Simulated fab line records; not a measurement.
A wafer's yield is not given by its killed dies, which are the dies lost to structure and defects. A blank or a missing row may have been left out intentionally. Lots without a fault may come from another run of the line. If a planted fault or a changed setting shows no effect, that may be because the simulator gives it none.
Problem report, 8D (eight disciplines) form, completed by code ; flow n5_finfet ; the parts of the form that need people (team, actions taken, sign-off) are left out

== 1. THE PROBLEM ==
Wafers without a fault read 61.7 s, standard deviation 2.9; time_to_endpoint_s at N5_BEOL_M6_CMP_52 reads a mean of 117.3 s on 5 wafers belonging to 3 lots. That puts it +19 standard deviations away from the usual mean.
The step: polishes, stops on SiCOH lowk, t overpolish 6.9 s, target thk 80 nm.
The first sign was on wafer L794.1 at day 11 04:50, on cmp-02. The record has a number at this step for 30 wafers belonging to 10 lots. Rule for "out", or "out of limits": more than 4 standard deviations from the usual mean. The rest of the wafers with a number are treated as sound.

== 2. WHAT THIS IS AND IS NOT ==
question;is;is not
which readings at this step;time_to_endpoint_s;motor_current_A
which lots;L794, L795, L796;L789, L791, L792, L805, L806, L808, L809
which wafers of those lots;L794.1, L794.5, L795.5, L796.1, L796.5;L794.2, L795.2, L795.6, L796.6
read on which tools;cmp-02, cmp-03, cmp-04;-
when;from day 11 04:50;"up to then (10 sound wafers); but 15 sound wafers of L795, L796, L805, L806, L808, L809 came after"

== 3. THE SUSPECTS, EACH WITH WHAT RULES IT OUT ==
Counting: a tool at a process step up to the reading stays a suspect if it ran every lot that is out. Sound lots after the first of them don't rule it out here, since some wafers of a struck lot are sound.
- pvd_sputter-02 at N5_BEOL_M6_SPUTTER_48 (material Cu, target thk 10 nm, time 1.667 s): kept. Ran every lot that is out, first one L794 (day 11 03:52); last sound lot up to then L791 (day 10 06:47).
- ecd_cu-02 at N5_BEOL_M6_ECD_50 (material Cu, target thk 300 nm): kept. Ran every lot that is out, first one L794 (day 11 03:59); last sound lot up to then L792 (day 11 00:13).
After counting, pvd_sputter-02 at N5_BEOL_M6_SPUTTER_48 and ecd_cu-02 at N5_BEOL_M6_ECD_50 remain.

== 4. THE CAUSE (what the simulator had put in) ==
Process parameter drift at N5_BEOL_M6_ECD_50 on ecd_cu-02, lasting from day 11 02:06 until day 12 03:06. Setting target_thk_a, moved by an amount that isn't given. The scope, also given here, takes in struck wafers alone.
2 suspects survive the count, and this tool is in that group.

== 5. THE CHAIN OF EFFECTS, in route order ==
One row per reading whose mean, taken over the struck wafers that have a number, lies over 3 standard deviations from the usual. Only readings whose record carries a usual standard deviation are examined. hours: median over the lots of the time between each lot's start at the first step of this table that gives one and its start at this step. sigmas: the change, counted in usual standard deviations.
hours;step;reading;usual;on struck wafers;change;sigmas
0;N5_BEOL_M6_CMP_52;time_to_endpoint_s;61.7 s;117.3;+55.6;+19
It contains these process steps:
- N5_BEOL_M6_CMP_52: polishes, stops on SiCOH lowk, t overpolish 6.9 s, target thk 80 nm.
Later steps that measure or inspect, where all struck wafers having a row at the step show a number for every such reading and not one has moved that far: N5_BEOL_M7_THK_MEAS_01.

== 6. HOW IT WOULD HAVE BEEN CAUGHT EARLIER ==
3 hours passed between the start of the fault at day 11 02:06 and the first reading out of limits in this record, taken at day 11 04:50.
Lots out: 3; of these, L795, L796 started N5_BEOL_M6_ECD_50 on ecd_cu-02 after day 11 04:50. A hold on the tool at that time would have spared those 2.
